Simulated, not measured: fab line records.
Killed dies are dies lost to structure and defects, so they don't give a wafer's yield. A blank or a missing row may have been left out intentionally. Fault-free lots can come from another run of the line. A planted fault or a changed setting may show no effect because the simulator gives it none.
Which tool is to blame? :: flow n5-finfet :: 24 lots with 72 wafers sampled at 3 steps, on a route of 1938 steps

WHAT THE GAUGES SHOWED, per wafer
N5_FIN_SAQP_THK_MEAS_07.
lot: L074
measured: day 1 23:38
on: film-metro-02
thk-nm (nm): 59.9 60.8 61.3

lot: L075
measured: day 2 03:49
on: film-metro-02
thk-nm (nm): 60.3 60.9 60.9

lot: L076
measured: day 2 09:35
on: film-metro-02
thk-nm (nm): 60.2 60.8 61.6

lot: L077
measured: day 2 15:51
on: film-metro-01
thk-nm (nm): 60.2 59.4 60.4

lot: L078
measured: day 2 21:41
on: film-metro-02
thk-nm (nm): 59.1 57.9 59.7

lot: L079
measured: day 3 03:24
on: film-metro-02
thk-nm (nm): 60.2 61.3 61.7

lot: L080
measured: day 3 09:15
on: film-metro-01
thk-nm (nm): 60.3 61.0 60.1

lot: L081
measured: day 3 15:17
on: film-metro-01
thk-nm (nm): 59.3 59.3 59.9

lot: L082
measured: day 3 21:16
on: film-metro-01
thk-nm (nm): 59.6 60.2 60.0

lot: L083
measured: day 4 03:18
on: film-metro-01
thk-nm (nm): 58.8 59.8 60.2

lot: L084
measured: day 4 10:06
on: film-metro-01
thk-nm (nm): 59.7 59.9 60.2

lot: L085
measured: day 4 17:47
on: film-metro-01
thk-nm (nm): 58.4 60.1 59.6

lot: L086
measured: day 4 22:14
on: film-metro-02
thk-nm (nm): 59.0 59.0 59.3

lot: L087
measured: day 5 06:26
on: film-metro-01
thk-nm (nm): 59.2 59.0 60.1

lot: L088
measured: day 5 11:27
on: film-metro-02
thk-nm (nm): 60.1 60.4 60.7

lot: L089
measured: day 5 15:16
on: film-metro-01
thk-nm (nm): 60.3 60.7 61.1

lot: L090
measured: day 5 22:14
on: film-metro-02
thk-nm (nm): 60.5 59.5 61.0

lot: L091
measured: day 6 03:23
on: film-metro-01
thk-nm (nm): 61.0 61.8 61.1

lot: L092
measured: day 6 09:01
on: film-metro-01
thk-nm (nm): 59.3 59.9 60.0

lot: L093
measured: day 6 16:35
on: film-metro-01
thk-nm (nm): 59.9 59.9 60.0

lot: L094
measured: day 6 21:25
on: film-metro-02
thk-nm (nm): 59.9 58.8 59.9

lot: L095
measured: day 7 04:37
on: film-metro-01
thk-nm (nm): 59.7 61.7 61.2

lot: L096
measured: day 7 09:12
on: film-metro-02
thk-nm (nm): 59.9 60.9 60.1

lot: L097
measured: day 7 16:26
on: film-metro-01
thk-nm (nm): 59.3 60.0 60.2

N5_FIN_SAQP_CD_MEAS_16: the cd target is 35.6 nm.
lot: L074
measured: day 2 00:09
on: cd-sem-03
cd-nm (nm): 36.0 35.6 35.6

lot: L075
measured: day 2 04:19
on: cd-sem-01
cd-nm (nm): 35.9 35.6 35.4

lot: L076
measured: day 2 16:20
on: cd-sem-03
cd-nm (nm): 35.6 35.8 36.0

lot: L077
measured: day 2 16:23
on: cd-sem-03
cd-nm (nm): 35.0 36.0 35.4

lot: L078
measured: day 2 22:10
on: cd-sem-02
cd-nm (nm): 36.2 35.6 35.6

lot: L079
measured: day 3 03:53
on: cd-sem-02
cd-nm (nm): 35.5 35.4 35.4

lot: L080
measured: day 3 09:45
on: cd-sem-01
cd-nm (nm): 35.6 35.8 35.7

lot: L081
measured: day 3 15:46
on: cd-sem-02
cd-nm (nm): 35.7 35.5 35.7

lot: L082
measured: day 3 21:44
on: cd-sem-02
cd-nm (nm): 35.2 35.4 35.1

lot: L083
measured: day 4 03:47
on: cd-sem-02
cd-nm (nm): 35.9 35.7 35.5

lot: L084
measured: day 4 10:28
on: cd-sem-01
cd-nm (nm): 35.3 35.1 35.5

lot: L085
measured: day 4 18:16
on: cd-sem-02
cd-nm (nm): 35.1 35.5 35.2

lot: L086
measured: day 4 22:44
on: cd-sem-03
cd-nm (nm): 35.7 35.7 35.1

lot: L087
measured: day 5 06:47
on: cd-sem-02
cd-nm (nm): 34.8 35.0 34.8

lot: L088
measured: day 5 11:49
on: cd-sem-02
cd-nm (nm): 35.6 35.5 35.2

lot: L089
measured: day 5 15:46
on: cd-sem-02
cd-nm (nm): 35.8 35.7 35.2

lot: L090
measured: day 5 22:44
on: cd-sem-02
cd-nm (nm): 35.6 35.4 35.0

lot: L091
measured: day 6 03:44
on: cd-sem-01
cd-nm (nm): 35.7 35.7 36.3

lot: L092
measured: day 6 09:30
on: cd-sem-03
cd-nm (nm): 35.4 35.5 35.7

lot: L093
measured: day 6 16:56
on: cd-sem-01
cd-nm (nm): 35.6 35.6 35.7

lot: L094
measured: day 6 21:46
on: cd-sem-02
cd-nm (nm): 35.2 35.1 34.8

lot: L095
measured: day 7 05:07
on: cd-sem-02
cd-nm (nm): 36.0 35.6 36.0

lot: L096
measured: day 7 09:41
on: cd-sem-01
cd-nm (nm): 35.3 35.5 35.9

lot: L097
measured: day 7 16:56
on: cd-sem-03
cd-nm (nm): 35.6 35.0 35.4

TOOL THAT RAN EACH LOT (tool first, then ch and the chambers of the sampled wafers, then the start)
lot: L074
N5_PMOS_HMC_CHANNEL_EPI_CMP_21: cmp-04 ch 1,2, day 1 21:30

lot: L075
N5_PMOS_HMC_CHANNEL_EPI_CMP_21: cmp-03 ch 0,1, day 2 01:29

lot: L076
N5_PMOS_HMC_CHANNEL_EPI_CMP_21: cmp-04 ch 0,1,2, day 2 07:49

lot: L077
N5_PMOS_HMC_CHANNEL_EPI_CMP_21: cmp-01 ch 0,1,2, day 2 14:10

lot: L078
N5_PMOS_HMC_CHANNEL_EPI_CMP_21: cmp-01 ch 0,1,3, day 2 20:04

lot: L079
N5_PMOS_HMC_CHANNEL_EPI_CMP_21: cmp-01 ch 1,2, day 3 01:40

lot: L080
N5_PMOS_HMC_CHANNEL_EPI_CMP_21: cmp-01 ch 1,2,3, day 3 07:32

lot: L081
N5_PMOS_HMC_CHANNEL_EPI_CMP_21: cmp-03 ch 1,2,3, day 3 13:40

lot: L082
N5_PMOS_HMC_CHANNEL_EPI_CMP_21: cmp-03 ch 0,2, day 3 19:31

lot: L083
N5_PMOS_HMC_CHANNEL_EPI_CMP_21: cmp-03 ch 1,2, day 4 01:23

lot: L084
N5_PMOS_HMC_CHANNEL_EPI_CMP_21: cmp-01 ch 1,3, day 4 08:00

lot: L085
N5_PMOS_HMC_CHANNEL_EPI_CMP_21: cmp-04 ch 0,1,2, day 4 14:04

lot: L086
N5_PMOS_HMC_CHANNEL_EPI_CMP_21: cmp-03 ch 0,1,2, day 4 19:56

lot: L087
N5_PMOS_HMC_CHANNEL_EPI_CMP_21: cmp-03 ch 0,1,2, day 5 04:17

lot: L088
N5_PMOS_HMC_CHANNEL_EPI_CMP_21: cmp-04 ch 0,2,3, day 5 09:49

lot: L089
N5_PMOS_HMC_CHANNEL_EPI_CMP_21: cmp-04 ch 0,2, day 5 13:37

lot: L090
N5_PMOS_HMC_CHANNEL_EPI_CMP_21: cmp-03 ch 1,2,3, day 5 20:31

lot: L091
N5_PMOS_HMC_CHANNEL_EPI_CMP_21: cmp-03 ch 0,2, day 6 01:46

lot: L092
N5_PMOS_HMC_CHANNEL_EPI_CMP_21: cmp-01 ch 0,1,2, day 6 07:13

lot: L093
N5_PMOS_HMC_CHANNEL_EPI_CMP_21: cmp-04 ch 1,2,3, day 6 14:26

lot: L094
N5_PMOS_HMC_CHANNEL_EPI_CMP_21: cmp-01 ch 1,2,3, day 6 19:31

lot: L095
N5_PMOS_HMC_CHANNEL_EPI_CMP_21: cmp-01 ch 1,2, day 7 02:00

lot: L096
N5_PMOS_HMC_CHANNEL_EPI_CMP_21: cmp-03 ch 1,2, day 7 07:35

lot: L097
N5_PMOS_HMC_CHANNEL_EPI_CMP_21: cmp-01 ch 0,2, day 7 13:54
- N5_PMOS_HMC_CHANNEL_EPI_CMP_21: polishes SiGe30, target thk 54 nm.

AS READ BY THE TOOLS THEMSELVES (means over the sampled wafers that have a number; for cases with no such wafer, the mark the record gives instead)
N5_PMOS_HMC_CHANNEL_EPI_CMP_21.
lot: L074
tool: cmp-04
motor-current-A (A): 13.1

lot: L075
tool: cmp-03
motor-current-A (A): 12.9

lot: L076
tool: cmp-04
motor-current-A (A): 12.3

lot: L077
tool: cmp-01
motor-current-A (A): 11.8

lot: L078
tool: cmp-01
motor-current-A (A): 11.6

lot: L079
tool: cmp-01
motor-current-A (A): 11.1

lot: L080
tool: cmp-01
motor-current-A (A): 11.6

lot: L081
tool: cmp-03
motor-current-A (A): 12.9

lot: L082
tool: cmp-03
motor-current-A (A): 12.6

lot: L083
tool: cmp-03
motor-current-A (A): 14.1

lot: L084
tool: cmp-01
motor-current-A (A): 11.9

lot: L085
tool: cmp-04
motor-current-A (A): 12.3

lot: L086
tool: cmp-03
motor-current-A (A): 13.4

lot: L087
tool: cmp-03
motor-current-A (A): 13.5

lot: L088
tool: cmp-04
motor-current-A (A): 12.8

lot: L089
tool: cmp-04
motor-current-A (A): 11.8

lot: L090
tool: cmp-03
motor-current-A (A): 12.5

lot: L091
tool: cmp-03
motor-current-A (A): 12.8

lot: L092
tool: cmp-01
motor-current-A (A): 11.7

lot: L093
tool: cmp-04
motor-current-A (A): 13.0

lot: L094
tool: cmp-01
motor-current-A (A): 11.2

lot: L095
tool: cmp-01
motor-current-A (A): 11.8

lot: L096
tool: cmp-03
motor-current-A (A): 14.0

lot: L097
tool: cmp-01
motor-current-A (A): 11.3

THE ANSWER, worked out from the rows above alone
Rule: usual is defined by the lots themselves. The widest of any qualifying gaps counts: lots, ordered by their means at a reading, are off when they make up no more than a third of the lots, leave a main group of 4 or more, and stand apart from it by 3 or more times the standard deviation of that group's means. If all means in a main group match to the digits the tables above print for the reading, that group is not used. Also off: a lot with no number at a reading for which 4 or more lots have one. All remaining lots with rows at the step are treated as sound. First the gauges in route order, then the tools' own readings, where a lot's mean is used as printed above. At the first step where some lot is off, the reading lying furthest off is the one used; lots without a number count as furthest.
No lot is off at any reading shown: from this, nothing can be told.

WHAT THE SIMULATOR HAD PUT IN
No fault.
